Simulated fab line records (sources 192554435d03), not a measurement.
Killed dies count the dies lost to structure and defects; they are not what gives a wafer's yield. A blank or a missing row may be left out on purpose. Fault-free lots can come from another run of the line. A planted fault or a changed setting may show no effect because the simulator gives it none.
Comparing a struck lot with a sound one / flow n5 finfet / 35 steps out of a route of 1938
Sound: these wafers, L108.1, L108.4, L108.6. Struck: wafers L123.1, L123.4. (L123.2 of the same lot was not struck and is left out.) The cause comes at the end.
Per side, at each step with rows, come the tool, then ch with its chambers, and then its first start. Under that, the readings that differ: sound wafers / struck wafers / difference of the means / sigmas: that difference in standard deviations of wafers without a fault.
alike: a reading whose means differ by less than 2 such deviations, as well as words and numbers matching on both sides. not compared: withheld readings; readings where some wafer has no value; bounds like >300 that might hide an equal value; numbers whose values overlap and for which the record gives no deviation.
The two part at a step that has a row with sigmas, a row that says differs or no value, or rows on one side only. When numbers do not overlap yet have no deviation, they are printed without sigmas and do not part them. Lack of a reading on every wafer of one side parts them only where that side has two or more wafers.

first, 8 steps without rows for these wafers: N5_BEOL_M4_SPUTTER_96 (material Cu, target thk 4.5 nm, time 8.29 s); N5_BEOL_M4_ECD_50 (material Cu, target thk 300 nm); N5_BEOL_M4_ANNEAL_51 (time 90 s); N5_BEOL_M4_CMP_52 (polishes, stops on SiOC, t overpolish 6.8 s, target thk 40 nm); N5_BEOL_M4_PRE_CLEAN_60 (time 15 s); N5_BEOL_M4_CO_CAP_55 (material Co, precursor CCTBA/H2, target thk 2 nm, time 102.1 s); N5_BEOL_M4_PRE_CLEAN_56 (time 15 s); N5_BEOL_M4_DEP_57 (deposits SiCN from 3MS/NH3, target thk 8 nm, time 14 s).
N5_BEOL_M5_ILD_DEP_00: deposits SiCOH lowk from DEMS/porogen, target thk 140.64 nm, time 25.9 s.
  sound on pecvd-02 ch 0,1, day 10 21:41; struck on pecvd-02 ch 1, day 14 04:52
reading=susceptor temp C (C); sound=300.42 299.82 299.87; struck=306.20 305.91; difference=+6.02; sigmas=+33
reading=model.SiCOH_lowk_of_BEOL_M5_ILD_DEP_00.thk nm (nm); sound=140.2 140.4 139.6; struck=135 138.6; difference=-3; sigmas=
  alike: chamber pressure Torr, heater power outer w, heater power w, showerhead plenum p Torr, throttle valve pct
then, 24 steps without rows for these wafers: N5_BEOL_M5_CURE_79 (cures SiCOH lowk, time 240 s); N5_BEOL_M5_PECVD_70 (deposits SiO2 from TEOS/O2, target thk 16 nm, time 18 s); N5_BEOL_M5_HM_DEP_02 (deposits TiN, target thk 20 nm); N5_BEOL_M5_COAT_59 (time 60 s, resist thk 60 nm); N5_BEOL_M5_COAT_60 (time 60 s, resist thk 12 nm); N5_BEOL_M5_COAT_71 (time 60 s, resist thk 5 nm); N5_BEOL_M5_COAT_05 (resist thk 30 nm); N5_BEOL_M5_EBR_07; N5_BEOL_M5_SOFTBAKE_06 (time 60 s); N5_BEOL_M5_EXPOSE_08 (exposes mask M5, target cd 28 nm); N5_BEOL_M5_PEB_09 (peb time 60 s); N5_BEOL_M5_DEVELOP_10 (develop time 30 s); N5_BEOL_M5_DESCUM_16 (chemistry O2, time 7 s); N5_BEOL_M5_ETCH_72 (etches underlayer in N2/H2, target depth 6.5 nm, time 5.2 s); N5_BEOL_M5_ETCH_61 (etches SiARC in CF4, target depth 15.6 nm, time 26 s); N5_BEOL_M5_ETCH_62 (etches SOC in N2/H2, target depth 75 nm, overetch 15 nm, time 112.5 s); N5_BEOL_M5_STRIP_63 (strips in N2/H2); N5_BEOL_M5_STRIP_73 (strips in N2/H2); N5_BEOL_M5_STRIP_64 (strips in CF4); N5_BEOL_M5_HM_OPEN_17 (chemistry Cl2/BCl3, target TiN, target depth 20 nm, overetch 6 nm); N5_BEOL_M5_STRIP_19 (strips in O2); N5_BEOL_M5_COAT_65 (time 60 s, resist thk 60 nm); N5_BEOL_M5_COAT_66 (time 60 s, resist thk 12 nm); N5_BEOL_M5_COAT_74 (time 60 s, resist thk 5 nm).
N5_BEOL_M5_CMP_52: polishes, stops on SiCOH lowk, t overpolish 6.9 s, target thk 62 nm.
  sound on cmp-01 ch 0,1,2, day 11 10:23; struck on cmp-03 ch 2,3, day 14 16:13
reading=model.SiCOH_lowk_of_BEOL_M5_ILD_DEP_00.thk nm (nm); sound=117.6 117.8 117; struck=113 116.2; difference=-3; sigmas=
  alike: barrier field endpoint s, motor current A, overpolish run s, slurry filter dp kPa, slurry flow ml min, time to endpoint s
-- here the record skips 4 days between the struck wafers' starts before and after, leaving off in module BEOL_M5 and picking up in module PASSIVATION (first step shown: number 1936 of the route) --
N5_PASSIVATION_PROBE_49:
  the record has rows for the struck wafers here (prober-01, day 19 03:07) and none for the sound ones

WHERE THEY PART
Earliest at N5_BEOL_M5_ILD_DEP_00; latest, in this record, at N5_PASSIVATION_PROBE_49.

WHY: whatever the simulator had introduced
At N5_BEOL_M5_ILD_DEP_00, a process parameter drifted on pecvd-02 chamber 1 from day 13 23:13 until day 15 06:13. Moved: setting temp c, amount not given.
